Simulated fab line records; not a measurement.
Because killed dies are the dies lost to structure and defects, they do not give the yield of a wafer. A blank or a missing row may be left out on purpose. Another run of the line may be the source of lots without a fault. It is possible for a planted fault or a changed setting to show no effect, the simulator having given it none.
Chamber matching    flow n5_finfet    N5_GATE_CUT_PECVD_57 on pecvd-02 has 3 sister chambers
The step deposits SiNx from SiH4/NH3/N2, target thk 21 nm. 6 wafers are shown with their chamber, then 9 later ones without.

## WAFERS PAIRED WITH THEIR CHAMBERS
wafer   chamber  showerhead_plenum_p_Torr (Torr)  throttle_valve_pct (%)
L078.4  2        5.01                             39.0
L090.2  0        5.21                             40.8
L090.3  0        5.22                             40.8
L092.1  2        5.01                             39.6
L092.3  1        5.26                             42.1
L092.4  1        5.24                             42.1

## WAFERS WITHOUT THEIR CHAMBER
wafer   showerhead_plenum_p_Torr (Torr)  throttle_valve_pct (%)
L093.2  5.25                             42.0
L093.4  5.24                             42.0
L093.6  4.98                             40.0
L094.2  5.25                             41.9
L094.3  4.99                             39.6
L094.5  5.01                             39.7
L095.1  5.21                             40.7
L095.4  5.25                             42.0
L095.6  5.22                             40.5

## CHAMBER TAKEN BY EACH
wafer   from the rows above  in truth
L093.2  1                    1
L093.4  1                    1
L093.6  2                    2
L094.2  1                    1
L094.3  2                    2
L094.5  2                    2
L095.1  0                    0
L095.4  1                    1
L095.6  0                    0
9 of 9 placed correctly. Number that these rows cannot place: 0. 0 placed wrongly.
How it was worked out, from the rows above alone: a wafer's distance from a chamber is the root of the sum, over the readings, of the square of ((its reading less the chamber's mean) divided by the reading's scatter). The wafer belongs to the nearest chamber; if the next one is less than 2 further off, it can't be placed. Each chamber's mean is taken over the wafers shown for it. The scatter: take each reading less its chamber's mean, square it, sum over the shown wafers, divide by the number of wafers less the number of chambers, and take the root.
